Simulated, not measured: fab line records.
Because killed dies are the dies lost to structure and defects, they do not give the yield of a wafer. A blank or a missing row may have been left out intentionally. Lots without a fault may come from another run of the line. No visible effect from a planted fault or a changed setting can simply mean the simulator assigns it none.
fab line records	flow nandHarc	part 2 of 2: steps 29 to 36 of 36
[record] lots = 5	wafers = 15	lastDay = 24
route steps=1159 shown P_M1@303 P_M2@318
lots that met no fault: taken from a fault-free run of the same line
startH: the number of hours between the record's first day and the start of the first shown wafer of the lot	waitH: hours since the lot's step before	" identical to the entry in the row above	L1.1+2: one row covering several wafers at once	- no value present, or no start provided	* or withheld: withheld	< > ~ a bound
route shown NAME@n: NAME is a module with steps in the file, n the number in the route of the first one	usual: mean/standard deviation taken from wafers without a fault	same: alike in all rows	chamber/n: place in a boat	sites: each site's reading	_std_site: how widely they spread, as a standard deviation	_edge_site: the outer-site mean with the inner-site mean subtracted	radiusMm: how far each site lies from the wafer's centre	mask NAME#n: copy n	behind: the most recent tool/chamber to have shaped the wafer	hold: cause of the lot's hold/its duration in hours/its outcome	device: the transistor (n, p or np) that didn't switch	end of line: at the end of the route, the tests of the same wafers	a step given without rows: its recipe and nothing more	killed: dies that structure and defects cost at the first sort, which is not the same as the wafer's yield	map: dies across one wafer; x = killed, . = not, _ = none there
set.NAME: the run value of the setting; set.NAME@STEP: its run value at that earlier step	model.NAME: the simulator's own value behind a step, which no gauge read
lots at selected steps of the route; one table per step, one row per wafer
services: the hour from which a tool's chamber was out of use, counted from the record's first day as startH (under 0 if before that day), plus the number of hours and why
[[steps]]
[step NHARC_P_M2_ETCH_35]
[recipe] targetDepthA = 400	overetchA = 120	timeS = 43.94	ionEnergyEv = 200	n2FlowSccm = 150	h2FlowSccm = 150	arFlowSccm = 0	rfW = 400	biasW = 150	chemistry = N2/H2
[usual] drypumpMotorCurrentA = 5.7/0.4	oesProductAu = 0.999/0.0088	rfVppV = 432.0/2.5	showerheadPlenumPTorr = 2.10/0.084	throttleValvePct = 14.171/0.01
lot.wafer	tool	chamber	startH	waitH	drypumpMotorCurrentA	oesProductAu	rfHoursCounterH	rfVppV	showerheadPlenumPTorr	throttleValvePct
L086.3	rieDiel-03	3	201.00	0.1	5.7	1.008	6	434.3	2.17	14.174
L086.1	"	0	"	"	5.6	1.015	6	430.0	2.07	14.156
L086.6	"	3	"	"	5.7	1.001	-	434.1	2.17	14.163
L085.4	rieDiel-03	1	210.50	0.1	5.2	1.009	6	426.9	1.94	14.180
L085.2	"	3	"	"	5.8	1.008	6	434.4	2.17	14.168
L085.6	"	1	"	"	5.2	1.004	-	426.9	1.94	14.162
L088.2	rieDiel-12	1	216.28	0.1	6.2	0.987	2	433.3	2.12	14.174
L088.1	"	2	"	"	6.3	0.998	2	434.2	2.19	14.163
L088.5	"	0	"	"	5.4	1.005	-	428.3	2.02	14.173
L089.4	rieDiel-12	3	216.97	0.2	5.2	1.003	2	433.1	2.15	14.160
L089.2	"	0	"	"	5.4	1.006	1	430.8	2.02	14.171
L089.3	"	2	"	"	6.3	1.002	2	433.1	2.19	14.178
L097.4	rieDiel-03	3	274.28	0.1	5.8	0.987	2	435.4	2.17	14.156
L097.6	"	2	"	"	5.7	1.014	-	433.5	2.16	14.174
L097.5	"	3	"	"	5.8	0.994	-	433.7	2.17	14.172
[step NHARC_P_M2_ETCH_15]
[recipe] targetDepthA = 1825	timeS = 91.2	c4f8FlowSccm = withheld	arFlowSccm = 400	rfW = 600	biasW = 300	chemistry = C4F8/Ar
[usual] oesProductAu = 0.941/0.023	rfVppV = 442.1/2.7
lot.wafer	tool	chamber	startH	waitH	oesProductAu	rfHoursCounterH	rfVppV
L086.3	rieDiel-03	0	-	-	0.967	6	439.7
L086.1	"	1	"	"	0.960	6	436.9
L086.6	"	0	"	"	0.960	-	442.9
L085.2	rieDiel-03	3	-	-	0.936	6	443.9
L085.4	"	0	"	"	0.935	6	441.6
L085.6	"	3	"	"	0.937	-	443.5
L088.2	rieDiel-12	0	-	-	0.945	1	439.8
L088.1	"	1	"	"	0.935	2	441.8
L088.5	"	3	"	"	0.944	-	442.8
L089.2	rieDiel-12	0	-	-	0.943	1	439.2
L089.3	"	1	"	"	0.938	2	445.2
L089.4	"	2	"	"	0.965	2	443.7
L097.4	rieDiel-03	3	-	-	0.927	2	446.3
L097.5	"	2	"	"	0.929	-	444.2
L097.6	"	3	"	"	0.921	-	444.6
[step NHARC_P_M2_CD_MEAS_16]
[usual] cdNm = 170.2/0.78
lot.wafer	tool	chamber	startH	waitH	cdNm
L086.1	cdSem-01	-	201.22	-	169.9
L086.3	"	-	"	"	170.3
L086.6	"	-	"	"	171.1
L085.2	cdSem-02	-	210.72	-	169.9
L085.4	"	-	"	"	169.9
L085.6	"	-	"	"	169.4
L088.1	cdSem-01	-	216.49	-	170.1
L088.2	"	-	"	"	170.1
L088.5	"	-	"	"	170.3
L089.2	cdSem-01	-	217.19	-	170.1
L089.3	"	-	"	"	170.5
L089.4	"	-	"	"	169.2
L097.4	cdSem-01	-	274.51	-	170.1
L097.5	"	-	"	"	170.8
L097.6	"	-	"	"	169.5
[step NHARC_P_M2_STRIP_18]
[recipe] powerW = 1000	n2FlowSccm = 150	h2FlowSccm = 150	arFlowSccm = 0	biasW = 0	chemistry = N2/H2
[usual] drypumpMotorCurrentA = 5.7/0.4	oesProductAu = 0.998/0.0096	rfVppV = 91.1/1	showerheadPlenumPTorr = 2.09/0.087	throttleValvePct = 14.171/0.0088
lot.wafer	tool	chamber	startH	waitH	drypumpMotorCurrentA	oesProductAu	rfHoursCounterH	rfVppV	showerheadPlenumPTorr	throttleValvePct
L086.3	rieDiel-03	3	201.29	0.1	5.7	1.000	6	91.2	2.17	14.178
L086.1	"	0	"	"	5.6	0.997	6	91.9	2.07	14.178
L086.6	"	3	"	"	5.7	1.000	-	92.0	2.17	14.167
L085.2	rieDiel-03	1	210.85	0.1	5.2	1.006	6	90.5	1.94	14.170
L085.4	"	2	"	"	5.7	0.999	6	91.6	2.16	14.171
L085.6	"	3	"	"	5.8	1.005	-	92.2	2.17	14.166
L088.1	rieDiel-09	1	216.57	0.1	6.8	0.996	45	90.3	2.04	14.172
L088.2	"	0	"	"	5.7	0.976	51	88.0	1.91	14.185
L088.5	"	2	"	"	5.4	0.997	-	91.3	2.13	14.177
L089.3	rieDiel-09	3	217.26	0.1	5.3	0.999	51	90.4	2.10	14.177
L089.4	"	0	"	"	5.8	0.978	51	91.5	1.91	14.166
L089.2	"	2	"	"	5.3	1.008	46	91.8	2.13	14.164
L097.4	rieDiel-03	2	274.65	0.1	5.7	1.020	2	90.0	2.16	14.164
L097.6	"	3	"	"	5.8	1.001	-	91.0	2.17	14.176
L097.5	"	0	"	"	5.6	0.998	-	91.3	2.07	14.180
[step NHARC_P_M2_ETCH_28]
[recipe] targetDepthA = 300	overEtchFrac = 0.3	timeS = 72.99	ionEnergyEv = 150	cf4FlowSccm = 50	n2FlowSccm = 100	arFlowSccm = 150	rfW = 300	biasW = 100	chemistry = CF4/N2
[usual] drypumpMotorCurrentA = 5.7/0.42	oesProductAu = 0.999/0.0092	rfVppV = 314.9/2	showerheadPlenumPTorr = 2.68/0.1	throttleValvePct = 19.793/0.0093
lot.wafer	tool	chamber	startH	waitH	drypumpMotorCurrentA	oesProductAu	rfHoursCounterH	rfVppV	showerheadPlenumPTorr	throttleValvePct
L086.3	rieDiel-03	0	-	-	5.6	1.007	6	314.6	2.67	19.823
L086.1	"	1	"	"	5.2	1.013	6	311.3	2.51	19.786
L086.6	"	0	"	"	5.6	1.009	-	314.9	2.67	19.789
L085.4	rieDiel-03	3	-	-	5.7	1.006	6	315.6	2.78	19.797
L085.2	"	0	"	"	5.7	1.011	6	313.7	2.67	19.783
L085.6	"	2	"	"	5.7	1.015	-	316.7	2.77	19.788
L088.2	rieDiel-09	3	-	-	5.3	1.008	51	316.5	2.70	19.791
L088.1	"	0	"	"	5.7	0.990	51	312.1	2.47	19.778
L088.5	"	1	"	"	6.8	1.000	-	314.1	2.62	19.781
L089.2	rieDiel-09	3	-	-	5.3	1.003	51	315.2	2.70	19.803
L089.4	"	0	"	"	5.7	0.986	51	310.3	2.47	19.785
L089.3	"	1	"	"	6.8	0.993	45	313.6	2.62	19.786
L097.4	rieDiel-03	0	-	-	5.6	0.993	2	314.7	2.67	19.793
L097.6	"	1	"	"	5.2	0.978	-	312.0	2.51	19.788
L097.5	"	2	"	"	5.7	1.007	-	317.4	2.77	19.792
[step NHARC_P_M2_STRIP_19]
[recipe] timeS = 600	tempC = 30	chemistry = postEtchResidueRemover
lot.wafer	tool	chamber	startH	waitH
L086.3+6+1	wetBench-08	1,3,4	201.67	-
L085.2+6+4	wetBench-08	4,7,0	211.17	-
L088.5+1+2	wetBench-10	2,6,7	217.14	-
L089.4+3+2	wetBench-10	7,2,3	217.64	-
L097.5+6+4	wetBench-10	3,4,5	274.94	-
[step NHARC_P_M2_DEGAS_29]
[recipe] tempC = 250	timeS = 60
[usual] heaterPowerW = 356/47
lot.wafer	tool	chamber	startH	waitH	heaterPowerW
L086.3	pvdSputter-02	-	201.93	-	344
L086.1	"	-	"	"	469
L086.6	"	-	"	"	316
L085.2	pvdSputter-01	-	211.43	-	340
L085.4	"	-	"	"	406
L085.6	"	-	"	"	343
L088.1	pvdSputter-01	-	217.41	-	361
L088.2	"	-	"	"	324
L088.5	"	-	"	"	393
L089.3	pvdSputter-01	-	217.90	-	395
L089.2	"	-	"	"	335
L089.4	"	-	"	"	349
L097.4	pvdSputter-02	-	275.21	-	325
L097.6	"	-	"	"	321
L097.5	"	-	"	"	279
[step NHARC_P_M2_PRE_CLEAN_30]
[recipe] timeS = 30	tempC = 280	gas = H2/He
[usual] heaterPowerW = 432/58
lot.wafer	tool	chamber	startH	waitH	heaterPowerW
L086.1	pvdSputter-02	-	-	-	399
L086.3	"	-	"	"	429
L086.6	"	-	"	"	360
L085.4	pvdSputter-01	-	-	-	387
L085.2	"	-	"	"	443
L085.6	"	-	"	"	426
L088.2	pvdSputter-01	-	-	-	418
L088.1	"	-	"	"	435
L088.5	"	-	"	"	407
L089.3	pvdSputter-01	-	-	-	422
L089.4	"	-	"	"	402
L089.2	"	-	"	"	487
L097.4	pvdSputter-02	-	-	-	581
L097.5	"	-	"	"	363
L097.6	"	-	"	"	595
[[services]]
tool	chamber	startH	hours	kind
rieDiel-02	3	175.22	6.3	repair
rieDiel-04	3	182.45	3.8	repair
pecvd-04	-	188.84	1.5	repair
pecvd-04	-	195.27	13.0	pm
rieDiel-04	1	197.18	5.8	repair
ecdCu-02	-	201.71	1.0	repair
rieDiel-12	-	202.40	9.0	pm
cmp-04	-	203.00	4.0	pm
pvdSputter-02	-	214.02	10.0	pm
rieDiel-03	-	215.30	9.0	pm
arfiScanner-03	-	216.79	1.1	repair
rieDiel-12	3	225.81	4.9	repair
wetBench-08	-	230.40	8.0	pm
pecvd-02	-	231.10	0.5	repair
pecvd-04	2	236.04	5.6	repair
pecvd-01	-	237.19	13.0	pm
rieDiel-09	-	238.48	0.9	repair
wetBench-10	-	247.22	8.0	pm
rieDiel-03	0	248.75	3.0	repair
pvdSputter-03	-	249.94	2.9	repair
rieDiel-09	-	254.16	9.0	pm
rieDiel-12	2	255.50	3.3	repair
lithoTrack-01	-	268.00	7.0	pm
ecdCu-01	-	272.50	8.0	pm
